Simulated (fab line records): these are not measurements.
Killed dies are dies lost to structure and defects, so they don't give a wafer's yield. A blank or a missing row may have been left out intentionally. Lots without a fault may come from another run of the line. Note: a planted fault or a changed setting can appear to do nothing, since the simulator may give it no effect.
fab line records    flow nandHarc
record: lots: 6  wafers: 18  lastDay: 28
route steps=1302 shown P_BONDPAD@366 A_ZERO_WELL@390 END@1302
lots untouched by any fault: they come from a run of this same line in which no faults occurred
startH: start of the lot's first displayed wafer, in hours after the record's first day    waitH: hours from the lot's prior step to this one    " unchanged from the row above    L1.1+2: a single row standing in for several wafers    - no value present, or no start provided    * or withheld: withheld    < > ~ a bound
route shown NAME@n: NAME is a module with steps in the file, n the number in the route of the first one    usual: average and standard deviation across the fault-free wafers    same: alike in all rows    chamber/n: place in a boat    sites: each site's reading    _std_site: their standard deviation    _edge_site: outer sites' mean less inner sites'    radiusMm: how far each site lies from the wafer's centre    mask NAME#n: copy n    behind: the tool/chamber that last shaped the wafer    hold: cause of the lot's hold/its duration in hours/its outcome    device: which transistor (n, p or np) failed to switch    end of line: the same wafers' tests at the end of the route    a step with no rows: only its recipe    killed: the dies lost at the first sort to structure and to defects; this is not the yield of the wafer    map: a wafer's dies, x killed, . not, _ none there
set.NAME: setting as actually run; set.NAME@STEP: the setting as run at that earlier step    model.NAME: the simulator's own value behind a step, which no gauge read
certain route steps with their lots: each step a table, each wafer a row
services: when a tool's chamber went out of use (startH, in hours from the record's first day, below 0 if earlier), for how many hours, and the reason
== steps ==
step: NHARC_P_BONDPAD_HARDBAKE_10
recipe: tempC: 118  timeS: 65
step: NHARC_P_BONDPAD_DESCUM_11
recipe: timeS: 3  o2FlowSccm: 200  arFlowSccm: 0  biasPowerW: 0  chemistry: O2
step: NHARC_P_BONDPAD_ETCH_37
recipe: targetDepthA: 600  overetchA: 180  timeS: 65.91  ionEnergyEv: 200  n2FlowSccm: 150  h2FlowSccm: 150  arFlowSccm: 0  rfW: 400  biasW: 150  chemistry: N2/H2
usual: drypumpMotorCurrentA: 5.7/0.49  oesProductAu: 0.999/0.0076  rfVppV: 432.2/2.3  showerheadPlenumPTorr: 2.11/0.081  throttleValvePct: 14.171/0.0088
lot.wafer  tool        chamber  startH  waitH  drypumpMotorCurrentA  oesProductAu  rfHoursCounterH  rfVppV  showerheadPlenumPTorr  throttleValvePct
L667.2     rieDiel-13  0        136.16  0.1    6.5                   1.008         3.6              433.0   2.09                   14.166
L667.4     "           1        "       "      5.6                   1.002         3.8              433.2   2.17                   14.169
L667.5     "           1        "       "      5.6                   1.005         -                434.6   2.16                   14.171
L670.2     rieDiel-02  3        167.48  0.1    4.9                   0.992         4.6              431.1   2.13                   14.160
L670.1     "           0        "       "      5.8                   1.004         4.8              430.1   2.05                   14.158
L670.6     "           3        "       "      4.9                   0.986         -                432.7   2.13                   14.166
L672.3     rieDiel-02  2        188.98  0.1    5.8                   1.012         5.7              435.5   2.21                   14.183
L672.4     "           1        "       "      5.4                   1.008         6.3              436.2   2.19                   14.176
L672.5     "           3        "       "      5.0                   1.001         -                432.3   2.13                   14.157
L673.3     rieDiel-13  2        199.76  0.1    5.1                   0.997         0.4              430.9   2.03                   14.167
L673.2     "           3        "       "      6.3                   0.986         0.3              433.4   2.13                   14.179
L673.6     "           2        "       "      5.1                   1.005         -                430.3   2.03                   14.168
L677.1     rieDiel-06  0        243.12  0.1    5.5                   0.998         5.3              426.0   1.91                   14.182
L677.2     "           2        "       "      5.1                   0.999         6.8              427.1   1.91                   14.177
L677.6     "           0        "       "      5.5                   1.003         -                427.8   1.91                   14.190
L678.2     rieDiel-13  0        243.98  0.1    6.5                   0.993         2.1              432.4   2.08                   14.180
L678.3     "           1        "       "      5.6                   0.998         1.9              434.2   2.16                   14.160
L678.6     "           3        "       "      6.3                   0.985         -                432.8   2.13                   14.168
step: NHARC_P_BONDPAD_ETCH_12
recipe: targetDepthA: 2000  timeS: 100  chf3FlowSccm: 50  o2FlowSccm: 10  arFlowSccm: 200  rfW: 500  biasW: 200  chemistry: CHF3/O2
step: NHARC_P_BONDPAD_CD_MEAS_13
usual: cdNm: 500.2/1.7
lot.wafer  tool      chamber  startH  waitH  cdNm
L667.2     cdSem-03  -        136.39  -      500.4
L667.4     "         -        "       "      501.0
L667.5     "         -        "       "      501.4
L670.1     cdSem-03  -        167.71  -      500.0
L670.2     "         -        "       "      501.1
L670.6     "         -        "       "      499.4
L672.3     cdSem-02  -        189.21  -      500.0
L672.4     "         -        "       "      501.1
L672.5     "         -        "       "      502.8
L673.2     cdSem-03  -        200.01  -      499.1
L673.3     "         -        "       "      499.8
L673.6     "         -        "       "      495.1
L677.1     cdSem-03  -        243.35  -      502.5
L677.2     "         -        "       "      499.3
L677.6     "         -        "       "      501.1
L678.2     cdSem-02  -        244.21  -      499.9
L678.3     "         -        "       "      502.8
L678.6     "         -        "       "      499.9
step: NHARC_P_BONDPAD_STRIP_15
recipe: o2FlowSccm: 500  arFlowSccm: 0  biasW: 0  chemistry: O2
step: NHARC_P_BONDPAD_ETCH_24
recipe: targetDepthA: 300  overEtchFrac: 0.3  timeS: 72.99  ionEnergyEv: 150  cf4FlowSccm: 50  n2FlowSccm: 100  arFlowSccm: 150  rfW: 300  biasW: 100  chemistry: CF4/N2
step: NHARC_P_BONDPAD_STRIP_16
recipe: timeS: 600  tempC: 30  chemistry: postEtchResidueRemover
step: NHARC_P_BONDPAD_DEGAS_25
recipe: tempC: 300  timeS: 60
step: NHARC_P_BONDPAD_PRE_CLEAN_26
recipe: timeS: 30  tempC: 280  gas: H2/He
usual: heaterPowerW: 419/32
lot.wafer  tool           chamber  startH  waitH  heaterPowerW
L667.4     pvdSputter-01  -        -       -      411
L667.2     "              -        "       "      485
L667.5     "              -        "       "      463
L670.2     pvdSputter-03  -        -       -      435
L670.1     "              -        "       "      384
L670.6     "              -        "       "      470
L672.4     pvdSputter-02  -        -       -      389
L672.3     "              -        "       "      414
L672.5     "              -        "       "      388
L673.3     pvdSputter-02  -        -       -      407
L673.2     "              -        "       "      396
L673.6     "              -        "       "      379
L677.2     pvdSputter-02  -        -       -      408
L677.1     "              -        "       "      387
L677.6     "              -        "       "      403
L678.2     pvdSputter-01  -        -       -      410
L678.3     "              -        "       "      387
L678.6     "              -        "       "      422
step: NHARC_P_BONDPAD_PVD_17
recipe: targetThkA: 50  biasV: 168.6  powerW: 15000  chamberPressurePa: 0.12  timeS: 8.06  substrateTempC: 50  material: TaN
step: NHARC_P_BONDPAD_PVD_27
recipe: targetThkA: 300  chamberPressurePa: 5  powerW: 5000  substrateTempC: 30  timeS: 20.49  material: Cu
usual: throttleValvePct: 29.7/0.92
lot.wafer  tool           chamber  startH  waitH  throttleValvePct
L667.2     pvdSputter-01  -        -       -      30.0
L667.4     "              -        "       "      30.9
L667.5     "              -        "       "      28.3
L670.2     pvdSputter-03  -        -       -      29.4
L670.1     "              -        "       "      29.5
L670.6     "              -        "       "      29.6
L672.4     pvdSputter-02  -        -       -      30.0
L672.3     "              -        "       "      28.1
L672.5     "              -        "       "      30.1
L673.2     pvdSputter-02  -        -       -      30.1
L673.3     "              -        "       "      28.3
L673.6     "              -        "       "      30.4
L677.1     pvdSputter-02  -        -       -      30.0
L677.2     "              -        "       "      30.1
L677.6     "              -        "       "      29.9
L678.2     pvdSputter-01  -        -       -      28.4
L678.3     "              -        "       "      29.5
L678.6     "              -        "       "      30.3
step: NHARC_P_BONDPAD_ECD_18
recipe: targetThkA: 4000  bathTempC: 25  material: Cu
lot.wafer   tool      chamber  startH  waitH
L667.2+4+5  ecdCu-01  1,0,1    137.37  -
L670.2+1+6  ecdCu-02  1,0,0    168.69  -
L672.3+4+5  ecdCu-01  1,0,0    190.33  -
L673.2+3+6  ecdCu-01  1,1,0    201.04  -
L677.2+1+6  ecdCu-01  0,1,1    244.42  -
L678.2+3+6  ecdCu-01  0,0,1    245.32  -
step: NHARC_P_BONDPAD_ANNEAL_28
recipe: tempC: 225  timeS: 90
step: NHARC_P_BONDPAD_CMP_19
recipe: tOverpolishS: 30  cuRecessTouchS: 16  targetThkNm: 160.81
step: NHARC_P_BONDPAD_THK_MEAS_20
recipe: thkMeasGauge: xrf
usual: thkNm: 160.5/1.5
lot.wafer  tool          chamber  startH  waitH  thkNm
L667.2     filmMetro-02  -        138.73  -      162.1
L667.4     "             -        "       "      161.2
L667.5     "             -        "       "      162.8
L670.1     filmMetro-01  -        169.74  -      160.5
L670.2     "             -        "       "      159.3
L670.6     "             -        "       "      161.0
L672.3     filmMetro-02  -        191.31  -      160.4
L672.4     "             -        "       "      160.2
L672.5     "             -        "       "      160.1
L673.2     filmMetro-01  -        202.03  -      159.0
L673.3     "             -        "       "      160.2
L673.6     "             -        "       "      161.4
L677.1     filmMetro-02  -        245.47  -      161.1
L677.2     "             -        "       "      161.6
L677.6     "             -        "       "      163.1
L678.2     filmMetro-01  -        246.32  -      160.7
L678.3     "             -        "       "      158.0
L678.6     "             -        "       "      159.8
step: NHARC_P_BONDPAD_SRD_21
recipe: timeS: 30  tempC: 23  dryTimeS: 20  spinRpm: 1500
step: NHARC_P_BONDPAD_ACTIVATE_29
recipe: timeS: 60  n2FlowSccm: 200  arFlowSccm: 0  biasPowerW: 0  chemistry: N2
usual: drypumpMotorCurrentA: 5.7/0.5  oesProductAu: 0.998/0.0081  rfVppV: 64.5/0.92  showerheadPlenumPTorr: 1.82/0.065
lot.wafer  tool        chamber  startH  waitH  drypumpMotorCurrentA  oesProductAu  rfHoursCounterH  rfVppV  showerheadPlenumPTorr
L667.2     rieDiel-13  3        139.01  0.1    6.3                   1.013         3.6              63.9    1.84
L667.4     "           1        "       "      5.6                   1.009         3.9              65.7    1.87
L667.5     "           0        "       "      6.5                   1.003         -                62.7    1.81
L670.2     rieDiel-02  3        170.03  0.1    4.9                   0.994         5.1              65.0    1.85
L670.1     "           2        "       "      5.8                   0.993         4.9              65.6    1.91
L670.6     "           3        "       "      4.9                   0.996         -                65.2    1.85
L672.4     rieDiel-02  0        191.58  0.1    5.8                   1.001         6.7              65.4    1.78
L672.3     "           1        "       "      5.3                   1.005         7.0              64.6    1.90
L672.5     "           3        "       "      5.0                   0.999         -                65.1    1.85
L673.2     rieDiel-02  0        202.30  0.1    5.8                   0.998         7.3              63.9    1.78
L673.3     "           1        "       "      5.4                   1.000         7.7              65.2    1.90
L673.6     "           1        "       "      5.4                   1.004         -                64.2    1.90
L677.1     rieDiel-13  1        245.76  0.1    5.6                   0.997         2.0              64.1    1.87
L677.2     "           0        "       "      6.5                   0.988         2.2              64.1    1.80
L677.6     "           2        "       "      5.1                   0.995         -                64.7    1.76
L678.2     rieDiel-02  1        246.65  0.1    5.4                   1.006         1.1              64.5    1.90
L678.3     "           2        "       "      5.8                   0.992         1.3              65.3    1.91
L678.6     "           1        "       "      5.4                   0.992         -                66.4    1.90
step: NHARC_P_BONDPAD_PRECLEAN_30
recipe: timeS: 300  tempC: 23  chemistry: DIW
step: NHARC_P_BONDPAD_SRD_31
recipe: timeS: 30  tempC: 23  dryTimeS: 20  spinRpm: 1500
step: NHARC_A_ZERO_WELL_PRECLEAN_00
recipe: timeS: 600  tempC: 120  chemistry: SPM
step: NHARC_A_ZERO_WELL_SRD_01
step: NHARC_A_ZERO_WELL_DEHYDRATE_02
recipe: tempC: 150  timeS: 120
step: NHARC_A_ZERO_WELL_HMDS_03
recipe: timeS: 30
step: NHARC_A_ZERO_WELL_COAT_18
recipe: tempC: 200  timeS: 65
step: NHARC_A_ZERO_WELL_COAT_04
recipe: spinRpm: 2000  resistThkNm: 600
step: NHARC_A_ZERO_WELL_SOFTBAKE_05
recipe: tempC: 125  timeS: 70
step: NHARC_A_ZERO_WELL_EBR_06
step: NHARC_A_ZERO_WELL_EXPOSE_07
recipe: na: 0.55  doseMj: 33.85  maskId: A_ZERO
step: NHARC_A_ZERO_WELL_PEB_08
recipe: pebTempC: 128  pebTimeS: 80
step: NHARC_A_ZERO_WELL_DEVELOP_09
recipe: timeS: 50  devTempC: 22
step: NHARC_A_ZERO_WELL_CD_MEAS_10
recipe: targetCdNm: 2000  landingEnergyEv: 500
usual: cdNm: 2000.1/1.5
lot.wafer  tool      chamber  startH  waitH  cdNm
L667.2     cdSem-03  0        140.42  -      1999.2
L667.4     "         0        "       "      1998.9
L667.5     "         0        "       "      1999.6
L670.1     cdSem-03  0        171.14  -      2000.0
L670.2     "         0        "       "      2002.0
L670.6     "         0        "       "      2001.4
L672.3     cdSem-03  0        192.69  -      1999.2
L672.4     "         0        "       "      1997.9
L672.5     "         0        "       "      2001.6
L673.2     cdSem-02  0        203.55  -      2000.2
L673.3     "         0        "       "      2000.2
L673.6     "         0        "       "      1999.8
L677.1     cdSem-03  0        247.10  -      1998.9
L677.2     "         0        "       "      1999.8
L677.6     "         0        "       "      2001.2
L678.2     cdSem-03  0        248.00  -      1999.7
L678.3     "         0        "       "      1997.9
L678.6     "         0        "       "      1999.7
step: NHARC_A_ZERO_WELL_HARDBAKE_11
recipe: tempC: 118  timeS: 65
step: NHARC_A_ZERO_WELL_DESCUM_12
recipe: timeS: 3  o2FlowSccm: 200  arFlowSccm: 0  biasPowerW: 0  chemistry: O2
step: NHARC_A_ZERO_WELL_ETCH_19
recipe: targetDepthA: 800  overetchA: 240  timeS: 87.88  ionEnergyEv: 200  n2FlowSccm: 150  h2FlowSccm: 150  arFlowSccm: 0  rfW: 400  biasW: 150  chemistry: N2/H2
usual: drypumpMotorCurrentA: 6.0/0.39  oesProductAu: 1.001/0.0076  rfVppV: 429.9/2.6  showerheadPlenumPTorr: 2.02/0.086  throttleValvePct: 14.172/0.0093
lot.wafer  tool        chamber  startH  waitH  drypumpMotorCurrentA  oesProductAu  rfHoursCounterH  rfVppV  showerheadPlenumPTorr  throttleValvePct
L667.2     rieDiel-09  2        140.66  0.1    6.4                   1.005         29               432.3   2.09                   14.174
L667.4     "           1        "       "      5.6                   1.006         29               433.9   2.17                   14.160
L667.5     "           2        "       "      6.4                   1.009         -                432.4   2.09                   14.160
L670.1     rieDiel-11  1        171.41  0.1    5.7                   1.010         2                428.9   2.00                   14.164
L670.2     "           3        "       "      5.5                   1.004         3                430.4   2.06                   14.172
L670.6     "           1        "       "      5.7                   0.989         -                429.6   2.00                   14.164
L672.3     rieDiel-11  2        192.93  0.1    6.6                   0.999         3                425.7   1.90                   14.173
L672.4     "           0        "       "      6.0                   1.009         3                433.4   2.10                   14.173
L672.5     "           3        "       "      5.5                   1.012         -                431.2   2.06                   14.165
L673.3     rieDiel-11  3        203.80  0.1    5.5                   1.001         4                433.4   2.06                   14.181
L673.2     "           2        "       "      6.5                   1.012         4                424.8   1.90                   14.163
L673.6     "           2        "       "      6.5                   1.013         -                426.4   1.90                   14.187
L677.2     rieDiel-11  3        247.35  0.1    5.6                   0.997         5                430.9   2.06                   14.175
L677.1     "           0        "       "      6.0                   1.000         4                432.1   2.10                   14.184
L677.6     "           1        "       "      5.7                   0.986         -                429.3   2.00                   14.155
L678.3     rieDiel-09  1        248.24  0.1    5.6                   1.004         19               433.5   2.16                   14.184
L678.2     "           2        "       "      6.3                   1.000         18               431.6   2.08                   14.185
L678.6     "           2        "       "      6.3                   0.997         -                432.7   2.08                   14.176
step: NHARC_A_ZERO_WELL_ETCH_13
recipe: targetDepthA: 1200  timeS: 40.1  hbrFlowSccm: 150  cl2FlowSccm: 50  rfW: 400  icpW: 400  biasW: 100  chemistry: HBr/Cl2
step: NHARC_A_ZERO_WELL_STRIP_14
recipe: timeS: 900  tempC: 130  chemistry: SPM
step: NHARC_END_SORT_01
recipe: tempC: 25
usual: defectLimitedYield: 92/3  killedAtArray: 52/20  killedAtOther: 1.0/1.3  killedAtPeriphery: 3.7/2.2  killedDies: 57/20  killedOpen: 3.2/1.6  killedShort: 2.4/1.6  sort_bin_2_pct: 2.9/1.4  sort_bin_3_pct: 0.6/0.41  sort_bin_4_pct: 4.8/1.5  sortNPass: 620/20  sortRimYieldPct: 93/3.5  sortYieldPct: 92/3
same: grossDies: 677  sort_bin_5_pct[%]: 0  sort_bin_6_pct[%]: 0  sort_bin_7_pct[%]: 0  sort_bin_8_pct[%]: 0  sortRimNGross: 106.00
lot.wafer  tool       chamber  startH  waitH  defectLimitedYield[%]  killedAtArray  killedAtOther  killedAtPeriphery  killedDies  killedOpen  killedShort  sort_bin_2_pct[%]  sort_bin_3_pct[%]  sort_bin_4_pct[%]  sortNPass  sortRimYieldPct[%]  sortYieldPct[%]
L670.1     prober-02  0        615.95  2.5    92                     52             1              4                  57          3           3            4.1                0.4                3.8                620        89                  92
L670.2     prober-02  0        616.75  2.8    90                     57             2              6                  65          3           1            2.8                0.6                6.2                612        92                  90
L670.6     prober-02  0        619.94  4.0    91                     56             1              5                  62          1           1            2.8                0.6                5.8                615        90                  91
L672.3     prober-02  0        625.98  3.1    91                     59             0              0                  59          1           2            3.0                0.6                5.2                618        92                  91
L672.4     prober-02  0        626.77  3.4    90                     66             1              4                  71          2           3            4.4                0                  6.1                606        91                  90
L672.5     prober-02  0        627.56  3.7    91                     59             0              1                  60          2           2            2.8                0.3                5.8                617        94                  91
L677.1     prober-01  0        656.18  2.5    14                     49             0              536                585         3           0            39.0               9.7                37.7               92         19                  14
L677.2     prober-01  0        656.99  2.8    87                     78             0              8                  86          4           1            4.6                0.7                7.4                591        93                  87
L677.6     prober-01  0        660.22  4.0    15                     50             0              525                575         0           1            39.7               10.6               34.6               102        13                  15
L678.2     prober-02  0        657.03  2.8    93                     42             3              3                  48          3           0            2.1                0.7                4.3                629        94                  93
L678.3     prober-02  0        657.83  3.1    93                     40             1              5                  46          5           2            1.9                0.9                4.0                631        94                  93
L678.6     prober-02  0        660.25  4.0    17                     19             1              544                564         2           2            30.9               9.9                42.5               113        18                  17
killed by level:class
L670.1 A_CHANNEL_HOLE_D2:chamberFilmFlake=25 A_SLIT:chamberFilmFlake=19 P_M0:chamberFilmFlake=4 A_CHANNEL_FILL_D1:geometricParticle:short=2 A_ONON_D2:geometricParticle:open=1 A_CHANNEL_FILL_D2:geometricParticle:open=1 A_M0:geometricParticle:short=1 A_M1:geometricParticle:open=1
L670.2 A_CHANNEL_HOLE_D2:chamberFilmFlake=30 A_SLIT:chamberFilmFlake=20 P_GATE:chamberFilmFlake=3 P_M0:chamberFilmFlake=2 A_BLC:chamberFilmFlake=2 THIN_TSV:chamberFilmFlake=2 P_CONTACT:geometricParticle:open=1 A_CHANNEL_FILL_D1:geometricParticle:open=1
L670.6 A_CHANNEL_HOLE_D2:chamberFilmFlake=29 A_SLIT:chamberFilmFlake=20 P_M0:chamberFilmFlake=3 A_CONTACT:chamberFilmFlake=3 A_BLC:chamberFilmFlake=2 P_CONTACT:geometricParticle:short=1 A_BLC:geometricParticle:open=1 P_GATE:chamberFilmFlake=1
L672.3 A_CHANNEL_HOLE_D2:chamberFilmFlake=24 A_SLIT:chamberFilmFlake=24 A_STAIRCASE:chamberFilmFlake=4 A_WL_FILL:chamberFilmFlake=2 A_ONON_D1:geometricParticle:short=1 A_DECK1_JOINT:geometricParticle:short=1 A_CHANNEL_FILL_D2:geometricParticle:open=1 A_CONTACT:chamberFilmFlake=1
L672.4 A_SLIT:chamberFilmFlake=28 A_CHANNEL_HOLE_D2:chamberFilmFlake=26 A_CHANNEL_HOLE_D1:chamberFilmFlake=5 A_WL_FILL:chamberFilmFlake=3 P_CONTACT:geometricParticle:short=1 P_CONTACT:geometricParticle:open=1 P_M0:geometricParticle:short=1 A_WL_FILL:geometricParticle:short=1
L672.5 A_CHANNEL_HOLE_D2:chamberFilmFlake=24 A_SLIT:chamberFilmFlake=23 A_CONTACT:chamberFilmFlake=2 A_CHANNEL_FILL_D1:geometricParticle:short=1 A_CHANNEL_FILL_D2:geometricParticle:short=1 A_SGD_CUT:geometricParticle:open=1 A_SLIT:geometricParticle:open=1 P_GATE:chamberFilmFlake=1
L677.1 P_BONDPAD:unspecified=534 A_SLIT:chamberFilmFlake=23 A_CHANNEL_HOLE_D1:chamberFilmFlake=13 A_CHANNEL_HOLE_D2:chamberFilmFlake=7 A_ONON_D1:geometricParticle:open=2 A_STAIRCASE:chamberFilmFlake=1 A_ONON_D2:geometricParticle:open=1 P_CONTACT:chamberFilmFlake=1
L677.2 A_CHANNEL_HOLE_D1:chamberFilmFlake=28 A_SLIT:chamberFilmFlake=27 A_CHANNEL_HOLE_D2:chamberFilmFlake=9 P_CONTACT:chamberFilmFlake=7 A_STAIRCASE:chamberFilmFlake=5 A_CONTACT:geometricParticle:open=2 A_ZERO_WELL:chamberFilmFlake=2 A_BONDPAD:chamberFilmFlake=2
L678.2 A_CONTACT:chamberFilmFlake=9 A_CHANNEL_HOLE_D1:chamberFilmFlake=8 A_BONDPAD:chamberFilmFlake=8 A_STAIRCASE:chamberFilmFlake=6 A_BLC:chamberFilmFlake=3 THIN_TSV:chamberFilmFlake=3 P_M2:chamberFilmFlake=2 A_DECK1_JOINT:chamberFilmFlake=2
L678.3 A_STAIRCASE:chamberFilmFlake=10 A_BONDPAD:chamberFilmFlake=7 A_CHANNEL_HOLE_D1:chamberFilmFlake=5 A_CONTACT:chamberFilmFlake=4 A_M0:geometricParticle:open=3 P_M2:chamberFilmFlake=3 A_BLC:chamberFilmFlake=3 A_WL_FILL:geometricParticle:short=2
L677.6 P_BONDPAD:unspecified=521 A_SLIT:chamberFilmFlake=21 A_CHANNEL_HOLE_D1:chamberFilmFlake=16 A_CHANNEL_HOLE_D2:chamberFilmFlake=8 P_CONTACT:chamberFilmFlake=2 P_M2:chamberFilmFlake=2 A_STAIRCASE:geometricParticle:short=1 A_STAIRCASE:chamberFilmFlake=1
L678.6 P_BONDPAD:unspecified=543 A_CONTACT:chamberFilmFlake=6 A_STAIRCASE:chamberFilmFlake=3 A_M0:geometricParticle:short=2 A_BONDPAD:chamberFilmFlake=2 A_CHANNEL_HOLE_D2:geometricParticle:open=1 A_M0:geometricParticle:open=1 P_M2:chamberFilmFlake=1
map L677.1 (x killed, . not)
____________x____________
_________xx.xx.._________
_______xxxx.xxxxxx_______
______x.xxxxxxxxxxx______
_____xxx.x.xxxxx...x_____
____xxxxxxxxxxxxxxxxx____
____xx.xxxxxxxxxxxxxx____
___.xxxxxxx.xxx.xxxxxx___
___xxxxxxxxx.x..xxxxx.___
__.xx.xxxxxxx.xxxxx.xxx__
__xxxxxxx.xxxxxxxxxxxxx__
_xxxxxxxxxxxxxxxxxxx.xxx_
_...xxxxxx.xxxxxxxxxxxx._
_xxxxxxxxxxxxx.xx.xxxx.x_
_xxxxxxxxxxxxxxx..x.xx.x_
_xxxxxxxxxxx.xx.xxxxxxx._
xxxxxxxxxxxxxxxxxx.xxxxxx
xxxxxxxxxxxxxxxxxxxxxxxx.
.xxxx.xx.xxxxxxx.x..xxx.x
xxxxx.xxxx..xxxxxxxxxxxxx
xxxxxxxxxxxxxxxxxxxxxx.x.
_.x.xxxxxx.xxxxxxxxxxxxx_
_xxxxxxxxxx.x.xx.x.xxxx._
_xxxxxxxx.xxxxxxxxxxxxxx_
_xxx.xx.xxxxxx..xx.xx.xx_
_x.x..xxxxx.xxxxxxxxxxxx_
__xxxxxxx.xxxxxxxx.xxxx__
__xxxxxxx.xxxxxxxxxxxxx__
___xx.x.xxxxxxx.xx.xxx___
___xxxxxxxxxx...x.xxxx___
____xxxxxxxxxxxxxxxxx____
____xxxxxxxx.xxx.xxxx____
_____xxxx.xxxxxxx..x_____
______xxxxx..xxxxxx______
_______.xxxxxxxxxx_______
_________x.xxxxx_________
____________x____________
map L678.6 (x killed, . not)
____________x____________
_________xxxxxx._________
_______xx.xxxxxxxx_______
______xxxxxxxxxxxxx______
_____xx.x.xxxxxxxxxx_____
____.xxxxxxxxxxxxx.xx____
____....x.xxxxxxxxxx.____
___xxxxxxxxxxxxxx.xxxx___
___x.xxx.xxxxx..xx..xx___
__xxxxxxx.xx..xx..xx.xx__
__xxxxxx.xxxxxx.xxx.xxx__
_xxxxxxxxxxxxxxxxxxx..xx_
_..xxx.xx..xxxx.xxx.xx.._
_xx.xxx.xxx..xxxxxxxx.xx_
_xxxxxxxxxxxx.xxxxxxxxxx_
_xxxxxxxx.xxxxx.x.xx.xxx_
.xxxxxx.x.xxxxxxxxxxxxxxx
x.xxxxxxxxxxxx.xx.xxxxx.x
xxxxxxxxxxxxxx.x.xxxxx.x.
xx.xxxxxxxxxxxx.xxx.xxxxx
x.xxxxxxxxxxxxxxxxxxxxxxx
_.xxxxxxx.x.xxxxxxx.x.x._
_.xxxxx..xx.x.xxxxxx.xxx_
_x.xxxxxxxx.xxxxxxxxxxxx_
_xxxxxx.xxxxxxxxxxxxxxx._
_xxx.xxxx.xxxxxxxxx.xxxx_
__.xxxxx.xxxxxxxxxx.x..__
__x.xxxxxxxx...xxxxxx.x__
___xxxxxxxx.xxxxxxxxx.___
___.xxxxx.xx..xxxxxxxx___
____xxxxx.xx.x.xx...x____
____xxxxxx.xxx.xx.x.x____
_____xxxxxxxxxxxxxx._____
______xxx..xxx.xxxx______
_______xxxxxxxxxxx_______
_________xxxxxxx_________
____________x____________
== services ==
tool           chamber  startH  hours  kind
rieDiel-06     -        130.26  9.0    pm
rieDiel-13     -        133.42  0.2    repair
ecdCu-01       -        134.96  0.7    repair
rieDiel-09     -        143.42  9.0    pm
rieDiel-11     1        145.07  3.9    repair
pvdSputter-02  -        155.32  0.9    repair
pvdSputter-03  -        156.91  4.6    repair
ecdCu-01       -        160.00  8.0    pm
pvdSputter-02  -        161.48  2.3    repair
rieDiel-13     -        165.00  9.0    pm
rieDiel-11     2        168.36  9.0    repair
pvdSputter-03  -        170.01  10.0   pm
rieDiel-06     0        183.10  6.7    repair
rieDiel-11     -        183.15  0.2    repair
rieDiel-11     0        198.86  5.5    repair
rieDiel-11     3        212.60  7.5    repair
pvdSputter-02  -        215.15  4.0    repair
rieDiel-02     -        216.70  9.0    pm
pvdSputter-01  -        226.00  10.0   pm
pvdSputter-03  -        231.56  1.0    repair
rieDiel-09     0        232.05  6.8    repair
rieDiel-02     0        237.48  11.0   repair
rieDiel-13     1        238.77  3.0    repair
ecdCu-02       -        244.00  8.0    pm
== key ==
firstSign: step: NHARC_END_SORT_01  reading: killedAtPeriphery  direction: up  sigmas: 99+  usual: 3.7  struck: 535
effect: step: NHARC_END_SORT_01  reading: defectLimitedYield  direction: down  sigmas: 25  usual: 92  struck: 15
moreKillsBornAt: NHARC_P_BONDPAD_ECD_18@ecdCu-01: 1598
metAt NHARC_P_BONDPAD_ECD_18
struckWafers L677.1,L677.6,L678.6
onsetBetween 201.04 244.42
fault: kind: chamberParticleSource  tool: ecdCu-01  chamber: 1  onsetH: 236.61  steps: NHARC_P_BONDPAD_ECD_18  ratePerVisitCm2: 1.8432  endH: 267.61
